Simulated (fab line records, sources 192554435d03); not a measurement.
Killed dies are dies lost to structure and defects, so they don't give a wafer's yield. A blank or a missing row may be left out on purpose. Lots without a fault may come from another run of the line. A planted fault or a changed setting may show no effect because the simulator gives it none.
Chamber matching | flow n5_finfet | N5_MOL_CONTACT_COAG_VIA_ETCH_46 on rie_diel-03: 4 sister chambers
The step etches SiO2 in C4F6/O2, target depth 46 nm, overetch 9.2 nm, time 40 s. 4 wafers are shown with their chamber, then 10 later ones without.

WAFERS WITH THEIR CHAMBER
wafer  | chamber | showerhead_plenum_p_Torr (Torr)
L080.6 | 2       | 3.02
L082.2 | 0       | 2.72
L082.4 | 3       | 2.81
L083.5 | 1       | 2.80

WAFERS WITHOUT THEIR CHAMBER
wafer  | showerhead_plenum_p_Torr (Torr)
L083.6 | 2.72
L088.4 | 2.80
L088.5 | 2.79
L088.6 | 3.01
L092.2 | 3.01
L092.4 | 2.79
L092.6 | 2.79
L094.1 | 2.79
L094.2 | 3.00
L094.4 | 2.71

WHICH CHAMBER EACH WENT THROUGH
wafer  | from the rows above     | in truth
L083.6 | 0                       | 0
L088.4 | can't be placed: 1 or 3 | 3
L088.5 | can't be placed: 1 or 3 | 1
L088.6 | 2                       | 2
L092.2 | 2                       | 2
L092.4 | can't be placed: 1 or 3 | 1
L092.6 | can't be placed: 1 or 3 | 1
L094.1 | can't be placed: 1 or 3 | 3
L094.2 | 2                       | 2
L094.4 | 0                       | 0
Placed correctly: 5 of 10. Can't be placed from these rows: 5 (the true chamber is among the candidates in 5). Placed wrongly: 0.
How it was worked out, from the rows above alone: a wafer's distance from a chamber is the root of the sum, over the readings, of the square of ((its reading less the chamber's mean) divided by the reading's scatter). The wafer belongs to the nearest chamber; if the next one is less than 2 further off, it can't be placed. A chamber's mean is the mean of its shown wafers. The scatter: with one shown wafer a chamber, the root of the mean of the squares of how far each hidden wafer lies from its nearest shown one.
